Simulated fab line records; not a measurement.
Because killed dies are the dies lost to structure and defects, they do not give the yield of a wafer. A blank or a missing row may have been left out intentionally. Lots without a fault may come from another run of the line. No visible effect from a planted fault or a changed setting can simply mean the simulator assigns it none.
Chamber matching -- flow nandHarc -- 3 sister chambers for NHARC_A_M0_PRE_CLEAN_31 on pecvd-04
The step time 12 s. 3 wafers are shown with their chamber, then 11 later ones without.

EACH WAFER AND ITS CHAMBER
wafer,chamber,heaterPowerW (W)
L082.4,0,598
L084.2,2,625
L087.2,1,714

WAFERS WITH NO CHAMBER GIVEN
wafer,heaterPowerW (W)
L087.4,583
L087.5,598
L092.1,740
L092.5,752
L092.6,564
L095.3,627
L095.5,647
L095.6,651
L097.2,664
L097.3,598
L097.4,678

WHICH CHAMBER EACH WENT THROUGH
wafer,from the rows above,in truth
L087.4,can't be placed: 0 or 2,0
L087.5,can't be placed: 0 or 2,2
L092.1,1,1
L092.5,1,1
L092.6,can't be placed: 0 or 2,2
L095.3,can't be placed: 2 or 0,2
L095.5,can't be placed: 2 or 0 or 1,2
L095.6,can't be placed: 2 or 0 or 1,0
L097.2,can't be placed: 2 or 1 or 0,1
L097.3,can't be placed: 0 or 2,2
L097.4,can't be placed: 1 or 2 or 0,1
Correctly placed: 2 of 11. Cannot be placed on the basis of these rows: 9; the candidates contain the true chamber in 9. 0 placed wrongly.
How it was worked out, from the rows above alone: a wafer's distance from a chamber is the root of the sum, over the readings, of the square of ((its reading less the chamber's mean) divided by the reading's scatter). The wafer belongs to the nearest chamber; if the next one is less than 2 further off, it can't be placed. The mean given for a chamber averages the wafers shown for that chamber. The scatter (one wafer shown for each chamber): square how far every hidden wafer sits from the nearest shown wafer, average those squares and take the square root.
